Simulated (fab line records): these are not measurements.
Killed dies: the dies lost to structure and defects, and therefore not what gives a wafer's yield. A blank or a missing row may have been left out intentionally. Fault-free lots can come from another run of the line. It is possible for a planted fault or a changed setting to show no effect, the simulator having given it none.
Which tool did it? / flow n5_finfet / 10 lots (30 wafers sampled), 1 step of a 1938-step route

## WHAT THE GAUGES READ, wafer by wafer
N5_SDB_INSPECT_13: inspects for defects (brightfield).
lot=L178; measured=day 3 18:15; on=defect_inspect-01; raw_defect_count=31 59 85
lot=L179; measured=day 4 04:11; on=defect_inspect-02; raw_defect_count=31 32 59
lot=L180; measured=day 4 06:37; on=defect_inspect-01; raw_defect_count=149 213 266
lot=L181; measured=day 4 15:54; on=defect_inspect-01; raw_defect_count=71 47 44
lot=L183; measured=day 5 01:14; on=defect_inspect-02; raw_defect_count=84 82 78
lot=L185; measured=day 5 11:13; on=defect_inspect-01; raw_defect_count=64 44 63
lot=L186; measured=day 5 18:22; on=defect_inspect-01; raw_defect_count=92 69 78
lot=L193; measured=day 7 15:01; on=defect_inspect-02; raw_defect_count=119 129 121
lot=L195; measured=day 7 23:43; on=defect_inspect-01; raw_defect_count=142 104 87
lot=L196; measured=day 8 07:02; on=defect_inspect-01; raw_defect_count=81 96 179

## TOOL THAT RAN EACH LOT (tool first, then ch and the chambers of the sampled wafers, then the start)
The record holds no process step before these readings.

## AS READ BY THE TOOLS THEMSELVES (means over the sampled wafers that have a number; for cases with no such wafer, the mark the record gives instead)
The record holds no such reading with a usual standard deviation.

## THE ANSWER, worked out from the rows above alone
Rule: usual is defined by the lots themselves. Put in order of their means at a reading, lots are off if they are a third of the lots or fewer, leave a main group of 4 or more, and stand apart from it by a gap of 3 or more times the standard deviation of the main group's means; of several such gaps the widest counts. A main group is skipped when, at the precision printed for the reading in the tables above, its means are all equal. A lot without any number at a reading at which 4 lots or more have one is off too. All remaining lots with rows at the step are treated as sound. The gauges are gone through in route order, then the tools' own readings, and for those a lot's mean is taken as printed above. The first step at which some lot is off is used, and at that step the reading that is off furthest; a lot without a number counts as furthest.
No lot is off at any reading shown: from this, nothing can be told.

## WHAT THE SIMULATOR HAD PUT IN
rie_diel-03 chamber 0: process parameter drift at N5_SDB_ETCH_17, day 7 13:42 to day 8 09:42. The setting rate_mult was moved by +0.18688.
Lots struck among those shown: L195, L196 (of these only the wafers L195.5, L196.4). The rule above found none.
